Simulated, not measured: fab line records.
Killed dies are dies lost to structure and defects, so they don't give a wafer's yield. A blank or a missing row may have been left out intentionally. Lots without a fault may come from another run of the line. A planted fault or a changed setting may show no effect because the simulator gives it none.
fab line records	flow n5-finfet	part 1 of 2: steps 1 to 17 of 25
[record] lots = 5	wafers = 15	last-day = 16
route steps=1938 shown BEOL_M4@1028
lots that met no fault: taken from a fault-free run of the same line
start-h: hours from the record's opening day to when the first of the lot's shown wafers began	wait-h: how many hours have passed since the lot's step before this one	" repeats the value in the row above	L1.1+2: one row covering several wafers at once	- either no value or no given start	* or withheld: withheld	< > ~ a bound
route shown NAME@n: a module of which the file shows steps, and the number in the route of the first	usual: mean/standard deviation of fault-free wafers	same: alike in all rows	chamber/n: place in a boat	sites: readings site by site	_std_site: the values' standard deviation	_edge_site: mean of outer sites minus mean of inner sites	radius-mm: how far each site lies from the wafer's centre	mask NAME#n: copy n	behind: tool/chamber where the wafer was last shaped	hold: why the lot was held/for how many hours/how that ended	device: the transistor (n, p or np) that didn't switch	end of line: the tests these same wafers got at the end of their route	a step given without rows: its recipe and nothing more	killed: dies lost to structure and defects at the first sort, not the wafer's yield	map: the dies of a wafer, with x for killed, . for not killed, _ for no die there
set.NAME: the setting the step ran with; set.NAME@STEP: the setting that earlier step ran with	model.NAME: the simulator's own value behind a step, which no gauge read
lots at some steps of the route; a table a step, a row a wafer
services: when a tool's chamber went out of use (start-h, in hours from the record's first day, below 0 if earlier), for how many hours, and the reason
[[steps]]
[step N5_BEOL_M4_COAT_05]
[recipe] resist = CAR-EUV	spin-rpm = 1500	resist-thk-nm = 30
[usual] resist-line-temp-C = 22.99/0.11
lot.wafer	tool	chamber	start-h	wait-h	resist-line-temp-C
L074.1	litho-track-05	0	-	-	22.93
L074.4	"	0	"	"	23.06
L074.6	"	0	"	"	22.82
L078.2	litho-track-04	0	-	-	22.99
L078.4	"	0	"	"	22.98
L078.6	"	0	"	"	22.93
L079.1	litho-track-04	0	-	-	23.06
L079.2	"	0	"	"	23.01
L079.5	"	0	"	"	22.91
L087.1	litho-track-05	0	-	-	22.91
L087.2	"	0	"	"	22.94
L087.4	"	0	"	"	23.02
L091.3	litho-track-04	0	-	-	22.92
L091.5	"	0	"	"	22.87
L091.6	"	0	"	"	22.95
[step N5_BEOL_M4_EBR_07]
[recipe] solvent = PGMEA	ebr-width-mm = 1.5
[usual] resist-line-temp-C = 23.00/0.11
lot.wafer	tool	chamber	start-h	wait-h	resist-line-temp-C
L074.1	litho-track-05	0	-	-	23.07
L074.4	"	0	"	"	23.19
L074.6	"	0	"	"	23.07
L078.2	litho-track-04	0	-	-	22.96
L078.4	"	0	"	"	22.81
L078.6	"	0	"	"	22.84
L079.1	litho-track-04	0	-	-	23.28
L079.2	"	0	"	"	23.27
L079.5	"	0	"	"	23.14
L087.1	litho-track-05	0	-	-	22.96
L087.2	"	0	"	"	23.06
L087.4	"	0	"	"	23.09
L091.3	litho-track-04	0	-	-	23.17
L091.5	"	0	"	"	23.10
L091.6	"	0	"	"	23.05
[step N5_BEOL_M4_SOFTBAKE_06]
[recipe] temp-c = 110	time-s = 60	resist = CAR-EUV
[usual] heater-power-total-W = 175.3/1.7	resist-line-temp-C = 23.00/0.1
[same] time-s = 60
lot.wafer	tool	chamber	start-h	wait-h	heater-power-total-W	resist-line-temp-C
L074.1	litho-track-05	0	-	-	172.9	22.96
L074.4	"	0	"	"	174.8	22.81
L074.6	"	0	"	"	174.4	22.90
L078.2	litho-track-04	0	-	-	177.5	22.93
L078.4	"	0	"	"	176.5	23.03
L078.6	"	0	"	"	175.4	22.91
L079.1	litho-track-04	0	-	-	177.5	23.19
L079.2	"	0	"	"	175.8	23.09
L079.5	"	0	"	"	175.8	22.99
L087.1	litho-track-05	0	-	-	173.0	22.95
L087.2	"	0	"	"	177.5	22.94
L087.4	"	0	"	"	174.3	22.97
L091.3	litho-track-04	0	-	-	174.3	22.93
L091.5	"	0	"	"	177.5	22.99
L091.6	"	0	"	"	174.9	22.91
[step N5_BEOL_M4_EXPOSE_08]
[recipe] mask-id = M4	na = 0.33	source-shape = dipole	sigma-inner = 0.369	sigma-outer = 0.767	polarization = unpolarized	dose-mj = 41.25
[usual] stage-msd-nm = 0.91/0.057
[same] na = 0.33	sigma-inner = 0.369
lot.wafer	tool	chamber	start-h	wait-h	mask	stage-msd-nm
L074.1	euv-scanner-02	0	153.60	-	M4#0	0.96
L074.4	"	0	"	"	M4#0	0.96
L074.6	"	0	"	"	M4#0	0.96
L078.2	euv-scanner-02	0	174.18	-	M4#0	0.96
L078.4	"	0	"	"	M4#0	0.97
L078.6	"	0	"	"	M4#0	0.96
L079.1	euv-scanner-01	0	180.27	-	M4#0	0.85
L079.2	"	0	"	"	M4#0	0.85
L079.5	"	0	"	"	M4#0	0.85
L087.1	euv-scanner-01	0	248.12	-	M4#0	0.85
L087.2	"	0	"	"	M4#0	0.85
L087.4	"	0	"	"	M4#0	0.85
L091.3	euv-scanner-02	0	273.98	-	M4#0	0.97
L091.5	"	0	"	"	M4#0	0.97
L091.6	"	0	"	"	M4#0	0.97
[step N5_BEOL_M4_PEB_09]
[recipe] peb-temp-c = 100	peb-time-s = 60	resist = CAR-EUV
[usual] heater-power-total-W = 154.1/1.1	resist-line-temp-C = 22.98/0.11
lot.wafer	tool	chamber	start-h	wait-h	heater-power-total-W	resist-line-temp-C
L074.1	litho-track-05	0	153.67	0.1	155.5	23.01
L074.4	"	0	"	"	152.5	22.93
L074.6	"	0	"	"	152.4	23.11
L078.2	litho-track-04	0	174.24	0.1	153.5	22.83
L078.4	"	0	"	"	152.6	22.90
L078.6	"	0	"	"	154.7	22.93
L079.1	litho-track-04	0	180.34	0.1	155.6	23.06
L079.2	"	0	"	"	155.4	23.13
L079.5	"	0	"	"	153.9	23.12
L087.1	litho-track-04	0	248.18	0.1	155.2	22.88
L087.2	"	0	"	"	154.0	22.91
L087.4	"	0	"	"	152.6	22.81
L091.3	litho-track-03	0	274.03	0.0	154.6	23.05
L091.5	"	0	"	"	152.7	22.96
L091.6	"	0	"	"	153.0	23.03
[step N5_BEOL_M4_DEVELOP_10]
[recipe] develop-time-s = 30	developer = TMAH	resist = CAR-EUV	rinse-liquid = surfactant-rinse	dry = air-spin	dev-temp-c = 23
[usual] developer-temp-C = 23.01/0.11	resist-line-temp-C = 23.01/0.12
lot.wafer	tool	chamber	start-h	wait-h	developer-temp-C	resist-line-temp-C
L074.1	litho-track-05	0	-	-	22.90	23.09
L074.4	"	0	"	"	23.06	23.00
L074.6	"	0	"	"	23.03	23.03
L078.2	litho-track-04	0	-	-	22.90	23.00
L078.4	"	0	"	"	22.88	23.04
L078.6	"	0	"	"	22.99	22.80
L079.1	litho-track-04	0	-	-	22.98	22.95
L079.2	"	0	"	"	23.08	22.99
L079.5	"	0	"	"	22.93	23.01
L087.1	litho-track-04	0	-	-	22.92	22.91
L087.2	"	0	"	"	23.11	22.86
L087.4	"	0	"	"	22.93	22.92
L091.3	litho-track-03	0	-	-	23.19	23.10
L091.5	"	0	"	"	23.21	23.00
L091.6	"	0	"	"	23.30	23.13
[step N5_BEOL_M4_CD_MEAS_11]
[recipe] target-cd-nm = 16.79	landing-energy-ev = 500	detector = se-inlens	polarity = opening
[usual] cd-nm = 16.79/0.21
[same] landing-energy-ev = 500
lot.wafer	tool	chamber	start-h	wait-h	cd-nm
L074.1	cd-sem-01	0	153.74	-	16.68
L074.4	"	0	"	"	16.63
L074.6	"	0	"	"	17.13
L078.2	cd-sem-03	0	174.31	-	16.88
L078.4	"	0	"	"	17.02
L078.6	"	0	"	"	16.83
L079.1	cd-sem-03	0	180.41	-	16.50
L079.2	"	0	"	"	16.66
L079.5	"	0	"	"	16.77
L087.1	cd-sem-02	0	248.25	-	17.05
L087.2	"	0	"	"	16.08
L087.4	"	0	"	"	16.95
L091.3	cd-sem-03	0	274.10	-	16.65
L091.5	"	0	"	"	16.65
L091.6	"	0	"	"	16.56
[step N5_BEOL_M4_OVL_MEAS_12]
[recipe] points-per-wafer = 522
[usual] M4_OVL = 0.0/0.73
[same] points-per-wafer = 522
lot.wafer	tool	chamber	start-h	wait-h	M4_OVL[nm]
L074.1	overlay-02	0	153.77	0.0	-1.2
L074.4	"	0	"	"	-0.1
L074.6	"	0	"	"	-1.5
L078.2	overlay-02	0	174.34	0.0	0.3
L078.4	"	0	"	"	-0.4
L078.6	"	0	"	"	0.4
L079.1	overlay-02	0	180.44	0.0	0.7
L079.2	"	0	"	"	0.0
L079.5	"	0	"	"	0.8
L087.1	overlay-01	0	248.28	0.0	0.1
L087.2	"	0	"	"	-0.1
L087.4	"	0	"	"	-0.3
L091.3	overlay-01	0	274.14	0.0	0.1
L091.5	"	0	"	"	-0.1
L091.6	"	0	"	"	0.0
[step N5_BEOL_M4_INSPECT_13]
[recipe] mode = adi	inspect-instrument = brightfield
[usual] raw-defect-count = 408/110
lot.wafer	tool	chamber	start-h	wait-h	raw-defect-count
L074.1	defect-inspect-01	-	153.82	0.1	503
L074.4	"	-	"	"	410
L074.6	"	-	"	"	514
L078.2	defect-inspect-02	-	174.39	0.0	313
L078.4	"	-	"	"	473
L078.6	"	-	"	"	539
L079.1	defect-inspect-02	-	180.50	0.1	427
L079.2	"	-	"	"	568
L079.5	"	-	"	"	436
L087.1	defect-inspect-01	-	248.34	0.1	347
L087.2	"	-	"	"	473
L087.4	"	-	"	"	395
L091.3	defect-inspect-01	-	274.18	0.0	370
L091.5	"	-	"	"	298
L091.6	"	-	"	"	310
[step N5_BEOL_M4_DESCUM_16]
[recipe] chemistry = O2	time-s = 7	source-power-w = 50	bias-power-w = 20	pressure-mtorr = 20	rf-frequency-hz = 2.712e+07	temp-c = 40	resist = CAR-EUV	o2-flow-sccm = 225
[usual] chamber-pressure-mTorr = 19.997/0.025	drypump-motor-current-A = 5.7/0.37	oes-product-au = 0.82/0.088	rf-vpp-V = 242.9/1.3	showerhead-plenum-p-Torr = 2.08/0.069	throttle-valve-pct = 20.31/0.2
[same] time-s = 7
lot.wafer	tool	chamber	start-h	wait-h	chamber-pressure-mTorr	drypump-motor-current-A	oes-product-au	rf-hours-counter-h	rf-vpp-V	showerhead-plenum-p-Torr	throttle-valve-pct
L074.1	rie-diel-06	3	153.86	0.0	19.980	6.1	0.70	221	240.6	1.98	20.53
L074.4	"	1	"	"	19.777	5.6	0.75	170	241.9	2.08	20.29
L074.6	"	2	"	"	20.005	5.7	0.95	-	242.6	2.04	20.15
L078.2	rie-diel-06	0	174.43	0.0	19.982	5.3	0.84	52	245.4	2.22	20.37
L078.4	"	3	"	"	20.000	6.2	0.69	229	241.6	1.98	20.52
L078.6	"	2	"	"	20.021	5.7	0.93	-	242.2	2.04	20.17
L079.1	rie-diel-01	2	180.53	0.0	19.989	5.7	0.87	56	242.7	2.05	20.07
L079.2	"	1	"	"	19.997	5.5	0.69	229	241.1	2.08	20.94
L079.5	"	1	"	"	20.009	5.5	0.69	-	242.1	2.08	20.94
L087.1	rie-diel-01	3	248.45	0.1	20.006	6.4	0.91	38	241.5	2.04	20.24
L087.2	"	0	"	"	20.035	5.2	0.91	25	243.4	2.04	20.30
L087.4	"	2	"	"	20.006	5.7	0.83	-	242.4	2.04	20.11
L091.3	rie-diel-01	0	274.22	0.0	20.029	5.2	0.90	34	243.8	2.04	20.30
L091.5	"	2	"	"	19.970	5.7	0.83	-	242.6	2.04	20.12
L091.6	"	1	"	"	19.990	5.5	0.96	-	242.2	2.07	20.63
[step N5_BEOL_M4_ETCH_74]
[recipe] chemistry = N2/H2	target = underlayer	target-depth-a = 65	mask-material = CAR-EUV	time-s = 5.2	ion-energy-ev = 200	pressure-mtorr = 30	source-w = 840	bias-w = 150	n2-flow-sccm = 200	h2-flow-sccm = 200	ends = cleared
[usual] chamber-pressure-mTorr = 30.00/0.041	drypump-motor-current-A = 5.7/0.37	etch-rf-on-time-s = 5.13/0.071	oes-product-au = 0.71/0.077	rf-vpp-V = 523.4/2.6	showerhead-plenum-p-Torr = 2.53/0.084	throttle-valve-pct = 17.73/0.19
lot.wafer	tool	chamber	start-h	wait-h	chamber-pressure-mTorr	drypump-motor-current-A	etch-rf-on-time-s	oes-product-au	rf-hours-counter-h	rf-vpp-V	showerhead-plenum-p-Torr	throttle-valve-pct
L074.1	rie-diel-06	3	153.89	0.0	29.98	6.2	5.27	0.58	221	519.5	2.42	18.08
L074.4	"	1	"	"	29.96	5.6	5.30	0.63	170	522.9	2.53	17.66
L074.6	"	2	"	"	30.00	5.7	5.15	0.80	-	523.2	2.49	17.58
L078.2	rie-diel-06	0	174.46	0.0	30.00	5.3	5.09	0.72	52	529.9	2.70	17.77
L078.4	"	3	"	"	30.00	6.2	5.24	0.59	229	520.2	2.41	18.10
L078.6	"	2	"	"	30.03	5.7	5.07	0.79	-	523.2	2.49	17.62
L079.1	rie-diel-01	2	180.58	0.0	30.02	5.7	5.17	0.73	56	521.4	2.48	17.43
L079.2	"	1	"	"	30.02	5.5	5.26	0.59	229	521.6	2.51	18.26
L079.5	"	1	"	"	29.99	5.6	5.28	0.59	-	523.2	2.51	18.25
L087.1	rie-diel-01	3	248.48	0.0	30.01	6.4	5.04	0.77	38	521.4	2.49	17.62
L087.2	"	0	"	"	29.97	5.2	5.06	0.78	25	522.1	2.48	17.71
L087.4	"	2	"	"	29.92	5.8	5.16	0.72	-	521.3	2.47	17.52
L091.3	rie-diel-01	0	274.25	0.0	29.96	5.2	5.10	0.77	34	521.6	2.48	17.73
L091.5	"	2	"	"	30.06	5.8	5.14	0.70	-	521.9	2.46	17.50
L091.6	"	1	"	"	30.04	5.5	5.08	0.81	-	522.2	2.50	17.89
[step N5_BEOL_M4_ETCH_63]
[recipe] chemistry = CF4	target = SiARC	target-depth-a = 156	mask-material = CAR-EUV	time-s = 26	ion-energy-ev = 80	pressure-mtorr = 40	source-w = 545	bias-w = 36	Ar_flow_sccm = 100	cf4-flow-sccm = 100	ends = cleared
[usual] cf4-flow-sccm = 100.0/0.3	chamber-pressure-mTorr = 40.00/0.038	drypump-motor-current-A = 5.7/0.37	etch-rf-on-time-s = 25.8/0.34	oes-product-au = 0.71/0.077	rf-vpp-V = 183.8/1.1	showerhead-plenum-p-Torr = 2.13/0.065	throttle-valve-pct = 15.47/0.2
lot.wafer	tool	chamber	start-h	wait-h	cf4-flow-sccm	chamber-pressure-mTorr	drypump-motor-current-A	etch-rf-on-time-s	oes-product-au	rf-hours-counter-h	rf-vpp-V	showerhead-plenum-p-Torr	throttle-valve-pct
L074.1	rie-diel-06	3	153.91	0.0	99.5	39.98	6.1	26.2	0.59	221	184.0	2.04	15.71
L074.4	"	1	"	"	100.3	39.99	5.6	26.0	0.63	170	184.8	2.13	15.53
L074.6	"	2	"	"	99.9	40.00	5.7	25.6	0.81	-	183.9	2.10	15.35
L078.2	rie-diel-06	0	174.48	0.0	99.8	39.98	5.3	25.4	0.72	52	185.0	2.26	15.44
L078.4	"	3	"	"	99.7	39.93	6.2	26.1	0.59	229	182.8	2.03	15.74
L078.6	"	2	"	"	100.5	40.03	5.7	25.6	0.79	-	182.9	2.10	15.37
L079.1	rie-diel-01	2	180.61	0.0	100.2	39.98	5.7	26.1	0.74	56	184.6	2.09	15.16
L079.2	"	1	"	"	100.1	40.02	5.5	26.5	0.58	229	183.0	2.12	16.08
L079.5	"	1	"	"	99.7	40.00	5.6	26.3	0.58	-	183.2	2.12	16.09
L087.1	rie-diel-01	3	248.50	0.0	99.6	40.03	6.4	25.6	0.78	38	183.9	2.10	15.38
L087.2	"	0	"	"	99.7	40.02	5.2	25.5	0.79	25	183.4	2.09	15.43
L087.4	"	2	"	"	99.8	39.96	5.7	26.1	0.71	-	184.6	2.08	15.20
L091.3	rie-diel-01	0	274.27	0.0	99.8	40.05	5.2	25.7	0.78	34	184.4	2.09	15.45
L091.5	"	2	"	"	99.9	40.01	5.8	26.1	0.69	-	182.4	2.08	15.23
L091.6	"	1	"	"	100.3	39.98	5.5	25.7	0.81	-	182.7	2.11	15.65
[step N5_BEOL_M4_ETCH_64]
[recipe] chemistry = N2/H2	target = SOC	target-depth-a = 750	overetch-a = 225	mask-material = SiARC	temp-c = 40	time-s = 121.9	ion-energy-ev = 200	pressure-mtorr = 30	source-w = 840	bias-w = 150	n2-flow-sccm = 200	h2-flow-sccm = 200
[usual] chamber-pressure-mTorr = 30.000/0.028	drypump-motor-current-A = 5.7/0.37	oes-product-au = 0.62/0.065	rf-vpp-V = 523.2/2.3	showerhead-plenum-p-Torr = 2.53/0.084	throttle-valve-pct = 17.69/0.19
[same] time-s = 121.9
lot.wafer	tool	chamber	start-h	wait-h	chamber-pressure-mTorr	drypump-motor-current-A	oes-product-au	rf-hours-counter-h	rf-vpp-V	showerhead-plenum-p-Torr	throttle-valve-pct
L074.1	rie-diel-06	3	153.94	0.0	30.021	6.2	0.53	221	520.4	2.42	18.05
L074.4	"	1	"	"	30.007	5.6	0.57	170	523.7	2.53	17.61
L074.6	"	2	"	"	29.964	5.7	0.71	-	521.6	2.49	17.55
L078.2	rie-diel-06	0	174.51	0.0	29.955	5.3	0.64	52	527.8	2.70	17.70
L078.4	"	3	"	"	29.981	6.2	0.52	229	520.6	2.41	18.06
L078.6	"	2	"	"	29.968	5.7	0.70	-	523.1	2.49	17.55
L079.1	rie-diel-01	2	180.65	0.0	30.011	5.8	0.66	56	521.7	2.48	17.41
L079.2	"	1	"	"	30.019	5.5	0.53	229	524.5	2.51	18.23
L079.5	"	1	"	"	29.956	5.5	0.53	-	523.2	2.51	18.21
L087.1	rie-diel-01	3	248.53	0.0	30.014	6.4	0.68	38	521.3	2.49	17.56
L087.2	"	0	"	"	29.986	5.2	0.69	25	522.4	2.48	17.69
L087.4	"	2	"	"	29.989	5.8	0.63	-	520.5	2.47	17.44
L091.3	rie-diel-01	0	274.30	0.0	29.986	5.2	0.68	34	523.3	2.48	17.69
L091.5	"	2	"	"	29.968	5.7	0.62	-	520.2	2.46	17.47
L091.6	"	1	"	"	30.007	5.5	0.70	-	521.7	2.50	17.85
[step N5_BEOL_M4_STRIP_65]
[recipe] chemistry = N2/H2	temp-c = 40	n2-flow-sccm = 200	h2-flow-sccm = 200	rf-frequency-hz = 6e+07
lot.wafer	tool	chamber	start-h	wait-h
L074.1+4+6	rie-diel-06	3,1,2	154.05	0.1
L078.2+4+6	rie-diel-06	0,3,2	174.62	0.1
L079.1+2+5	rie-diel-01	2,1,1	180.82	0.1
L087.1+2+4	rie-diel-01	3,0,2	248.64	0.1
L091.3+5+6	rie-diel-01	0,2,1	274.41	0.1
[step N5_BEOL_M4_STRIP_75]
[recipe] chemistry = N2/H2	temp-c = 40	n2-flow-sccm = 200	h2-flow-sccm = 200	rf-frequency-hz = 6e+07
lot.wafer	tool	chamber	start-h	wait-h
L074.1+4+6	rie-diel-06	3,1,2	154.06	0.0
L078.2+4+6	rie-diel-06	0,3,2	174.63	0.0
L079.1+2+5	rie-diel-01	2,1,1	180.83	0.0
L087.1+2+4	rie-diel-01	3,0,2	248.65	0.0
L091.3+5+6	rie-diel-01	0,2,1	274.42	0.0
[step N5_BEOL_M4_STRIP_66]
[recipe] chemistry = CF4	resist = SiARC	power-w = 300	bias-power-w = 75	pressure-mtorr = 50	cf4-flow-sccm = 150	rf-frequency-hz = 6e+07
[usual] cf4-flow-sccm = 150.0/0.39	chamber-pressure-mTorr = 50.00/0.045	drypump-motor-current-A = 5.7/0.37	oes-product-au = 0.81/0.084	rf-vpp-V = 270.8/1.5	showerhead-plenum-p-Torr = 1.78/0.052	throttle-valve-pct = 13.43/0.22
lot.wafer	tool	chamber	start-h	wait-h	cf4-flow-sccm	chamber-pressure-mTorr	drypump-motor-current-A	oes-product-au	rf-hours-counter-h	rf-vpp-V	showerhead-plenum-p-Torr	throttle-valve-pct
L074.1	rie-diel-06	3	154.07	0.0	149.9	50.07	6.2	0.69	221	269.8	1.71	13.74
L074.4	"	1	"	"	149.5	50.00	5.6	0.74	170	270.8	1.79	13.54
L074.6	"	2	"	"	149.3	49.93	5.7	0.92	-	271.0	1.76	13.28
L078.2	rie-diel-06	0	174.64	0.0	150.4	49.98	5.3	0.82	52	273.2	1.89	13.36
L078.4	"	3	"	"	150.1	50.00	6.2	0.68	230	269.2	1.71	13.75
L078.6	"	2	"	"	150.2	49.96	5.7	0.91	-	269.3	1.76	13.30
L079.1	rie-diel-01	2	180.85	0.0	150.1	49.92	5.7	0.85	56	269.1	1.75	13.15
L079.2	"	1	"	"	149.5	50.00	5.5	0.68	229	271.9	1.77	14.05
L079.5	"	1	"	"	149.7	49.93	5.5	0.68	-	269.6	1.77	14.07
L087.1	rie-diel-01	3	248.66	0.0	150.1	50.05	6.4	0.88	38	269.0	1.75	13.30
L087.2	"	0	"	"	150.0	49.98	5.2	0.89	25	270.1	1.76	13.38
L087.4	"	2	"	"	149.1	49.91	5.7	0.82	-	271.6	1.74	13.20
L091.3	rie-diel-01	0	274.43	0.0	150.3	49.97	5.2	0.88	34	268.4	1.75	13.40
L091.5	"	2	"	"	149.8	50.06	5.8	0.81	-	271.0	1.74	13.19
L091.6	"	1	"	"	150.1	49.97	5.5	0.93	-	270.2	1.77	13.55
[step N5_BEOL_M4_HM_OPEN_17]
[recipe] chemistry = Cl2/BCl3	target-depth-a = 200	overetch-a = 60	target = TiN	mask-material = SOC	ion-energy-ev = 150	pressure-mtorr = 10	icp-w = 1000	bias-w = 126	Cl2_flow_sccm = 53.25	bcl3-flow-sccm = 21.75	Ar_flow_sccm = 25
[usual] bcl3-flow-sccm = 21.74/0.068	chamber-pressure-mTorr = 9.999/0.0094	drypump-motor-current-A = 5.8/0.37	he-backside-leak-sccm = 3.31/0.23	oes-product-au = 0.67/0.088	throttle-valve-pct = 22.13/0.28
lot.wafer	tool	chamber	start-h	wait-h	bcl3-flow-sccm	chamber-pressure-mTorr	drypump-motor-current-A	he-backside-leak-sccm	oes-product-au	rf-hours-counter-h	throttle-valve-pct
L074.1	rie-metal-01	1	154.11	0.0	21.81	9.991	5.4	3.16	0.66	34	22.57
L074.4	"	0	"	"	21.67	10.016	5.9	3.14	0.60	-	21.97
L074.6	"	1	"	"	21.77	10.022	5.4	3.13	0.66	-	22.58
L078.2	rie-metal-02	1	174.68	0.0	21.63	9.993	5.9	3.13	0.62	66	22.34
L078.4	"	0	"	"	21.70	9.990	5.3	3.47	0.52	-	22.20
L078.6	"	1	"	"	21.76	9.993	5.9	3.33	0.62	-	22.35
L079.1	rie-metal-02	0	180.90	0.0	21.70	10.014	5.3	3.55	0.53	128	22.20
L079.2	"	1	"	"	21.67	10.009	5.9	3.08	0.62	67	22.34
L079.5	"	0	"	"	21.77	10.000	5.3	3.59	0.52	-	22.19
L087.1	rie-metal-03	0	248.70	0.0	21.85	10.002	6.2	3.59	0.65	48	22.29
L087.2	"	1	"	"	21.85	10.010	5.4	3.05	0.78	8	21.70
L087.4	"	1	"	"	21.72	9.992	5.5	3.01	0.77	-	21.68
L091.3	rie-metal-03	1	274.50	0.1	21.68	9.980	5.5	2.98	0.77	-	21.71
L091.5	"	1	"	"	21.68	10.002	5.5	3.12	0.77	-	21.68
L091.6	"	0	"	"	21.84	10.012	6.2	3.49	0.64	-	22.29
